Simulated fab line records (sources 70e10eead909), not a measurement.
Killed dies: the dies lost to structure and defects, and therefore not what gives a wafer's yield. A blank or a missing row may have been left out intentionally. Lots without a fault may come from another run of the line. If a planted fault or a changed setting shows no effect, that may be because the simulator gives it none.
Matching of chambers    flow nandHarc    NHARC_P_M2_CMP_23 on cmp-01 has 4 sister chambers
The step polishes, t overpolish 20 s, target thk 144.3 nm. 4 wafers are shown with their chamber, then 9 later ones without.

== WAFERS PAIRED WITH THEIR CHAMBERS ==
wafer   chamber  motorCurrentA (A)
L081.3  0        12.2
L083.1  2        13.6
L083.2  3        12.7
L083.6  1        11.9

== WAFERS MISSING THEIR CHAMBER ==
wafer   motorCurrentA (A)
L088.2  11.3
L088.3  12.6
L088.6  12.7
L086.1  13.7
L086.2  11.4
L086.5  12.7
L091.4  12.4
L091.5  11.7
L091.6  11.9

== WHICH CHAMBER EACH WENT THROUGH ==
wafer   from the rows above           in truth
L088.2  can't be placed: 1 or 0       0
L088.3  can't be placed: 3 or 0       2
L088.6  can't be placed: 3 or 0       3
L086.1  2                             2
L086.2  can't be placed: 1 or 0       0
L086.5  can't be placed: 3 or 0       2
L091.4  can't be placed: 0 or 3 or 1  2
L091.5  can't be placed: 1 or 0       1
L091.6  can't be placed: 1 or 0       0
Correct placement for 1 of the 9. Can't be placed from these rows: 8 (the true chamber is among the candidates in 5). Wrongly placed: 0.
How it was worked out, from the rows above alone: a wafer's distance from a chamber is the root of the sum, over the readings, of the square of ((its reading less the chamber's mean) divided by the reading's scatter). The wafer belongs to the nearest chamber; if the next one is less than 2 further off, it can't be placed. A chamber's mean is the mean of its shown wafers. The scatter: with one shown wafer a chamber, the root of the mean of the squares of how far each hidden wafer lies from its nearest shown one.
